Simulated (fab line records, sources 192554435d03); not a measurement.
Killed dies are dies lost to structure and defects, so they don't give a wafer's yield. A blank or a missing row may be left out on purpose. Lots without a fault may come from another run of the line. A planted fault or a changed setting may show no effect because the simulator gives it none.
Chamber matching | flow n5_finfet | N5_BEOL_M5_DESCUM_16 on rie_diel-06: 4 sister chambers
The step chemistry O2, time 7 s. 4 wafers are shown with their chamber, then 8 later ones without.

WAFERS WITH THEIR CHAMBER
wafer  | chamber | showerhead_plenum_p_Torr (Torr)
L082.4 | 0       | 2.01
L086.1 | 3       | 2.17
L086.4 | 1       | 2.03
L091.1 | 2       | 2.22

WAFERS WITHOUT THEIR CHAMBER
wafer  | showerhead_plenum_p_Torr (Torr)
L091.3 | 2.17
L091.5 | 2.17
L092.1 | 2.03
L092.2 | 2.17
L092.6 | 2.17
L094.1 | 2.21
L094.5 | 2.03
L094.6 | 2.21

WHICH CHAMBER EACH WENT THROUGH
wafer  | from the rows above | in truth
L091.3 | 3                   | 3
L091.5 | 3                   | 3
L092.1 | 1                   | 1
L092.2 | 3                   | 3
L092.6 | 3                   | 3
L094.1 | 2                   | 2
L094.5 | 1                   | 1
L094.6 | 2                   | 2
Placed correctly: 8 of 8. Can't be placed from these rows: 0. Placed wrongly: 0.
How it was worked out, from the rows above alone: a wafer's distance from a chamber is the root of the sum, over the readings, of the square of ((its reading less the chamber's mean) divided by the reading's scatter). The wafer belongs to the nearest chamber; if the next one is less than 2 further off, it can't be placed. A chamber's mean is the mean of its shown wafers. The scatter: with one shown wafer a chamber, the root of the mean of the squares of how far each hidden wafer lies from its nearest shown one.
